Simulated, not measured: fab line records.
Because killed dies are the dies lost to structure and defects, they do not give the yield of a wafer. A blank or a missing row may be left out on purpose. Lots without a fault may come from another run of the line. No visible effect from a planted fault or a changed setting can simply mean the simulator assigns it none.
Struck lot and sound lot, side by side :: flow n5Finfet :: 14 steps out of a route of 1938
Sound: the wafers L813.3, L813.4, L813.6. Struck: wafer L810.1. (L810.2 of the same lot was not struck and is left out.) The cause comes at the end.
At each step with rows: each side's tool, then ch and its chambers, then its first start. Under that, the readings that differ: sound wafers :: struck wafers :: difference of the means :: sigmas: that difference in standard deviations of wafers without a fault.
alike: words and numbers the same on both sides, and readings whose means are apart by under 2 such deviations; not compared: readings that were withheld, readings missing a value for some wafer, numbers with overlapping values and no deviation given by the record, and bounds like >300 which may hide the same value.
Wherever a step has rows on one side only, a row that says differs or no value, or a row with sigmas, the two part there. When numbers do not overlap yet have no deviation, they are printed without sigmas and do not part them. Lack of a reading on every wafer of one side parts them only where that side has two or more wafers.

first, 2 steps without rows for these wafers: N5_BEOL_M15_STRIP_62 (strips in O2); N5_BEOL_M15_STRIP_37 (strips in O2).
N5_BEOL_M15_ETCH_38: etches SiCN in CF4/N2, target depth 106.4 nm, time 120.5 s.
  sound: rieDiel-01 ch 0,1,2; struck: rieDiel-04 ch 1
  alike: cf4FlowSccm, drypumpMotorCurrentA, oesProductAu, rfVppV, showerheadPlenumPTorr, throttleValvePct
  not compared: rfHoursCounterH
then, 2 steps without rows for these wafers: N5_BEOL_M15_PRECLEAN_39 (cleans in residue remover, time 60 s); N5_BEOL_M15_SRD_40 (time 30 s, dry time 30 s).
N5_BEOL_M15_DEGAS_41: time 60 s.
  sound on pvdSputter-03, day 17 04:30; struck on pvdSputter-02, day 16 10:56
reading: heaterPowerW (W)
sound: 543 441 526
struck: 640
difference: +137
sigmas: +2
N5_BEOL_M15_PRE_CLEAN_42: time 30 s.
  sound on pvdSputter-03, day 17 04:32; struck on pvdSputter-02, day 16 10:59
reading: heaterPowerW (W)
sound: 538 432 527
struck: 649
difference: +150
sigmas: +2
then, 1 step without rows for these wafers: N5_BEOL_M15_SPUTTER_43 (material TaN, target thk 15 nm, time 24.19 s).
N5_BEOL_M15_SPUTTER_44: material Ta, target thk 15 nm, time 24.19 s.
  sound on pvdSputter-03, day 17 04:40; struck on pvdSputter-02, day 16 11:06
  alike: biasV, chamberPressurePa, throttleValvePct
then, 2 steps without rows for these wafers: N5_BEOL_M15_SPUTTER_45 (material Cu, target thk 100 nm, time 16.67 s); N5_BEOL_M15_ECD_47 (material Cu, target thk 1860 nm).
N5_BEOL_M15_ANNEAL_48: time 90 s.
  sound on rtpAnneal-01 ch 0, day 17 05:49; struck on rtpAnneal-02 ch 0, day 16 11:52
  alike: wafer_temp_C_max
N5_BEOL_M15_CMP_49: polishes, stops on SiO2, t overpolish 4.9 s, target thk 850 nm.
  sound on cmp-01 ch 1,3, day 17 06:03; struck on cmp-04 ch 3, day 16 12:10
reading: barrierFieldEndpointS (s)
sound: 11.12 11.28 11.53
struck: 6.25
difference: -5.06
sigmas: -17
  alike: clearingPlatenRpm, edgeZonePressureFrac, headPressurePsi, motorCurrentA, overpolishRunS, slurryFilterDpKPa
then, 1 step without rows for these wafers: N5_PASSIVATION_PROBE_49.

== WHERE THEY PART ==
At N5_BEOL_M15_DEGAS_41 first; at N5_BEOL_M15_CMP_49 last (within this record only).

WHY: the cause the simulator had injected
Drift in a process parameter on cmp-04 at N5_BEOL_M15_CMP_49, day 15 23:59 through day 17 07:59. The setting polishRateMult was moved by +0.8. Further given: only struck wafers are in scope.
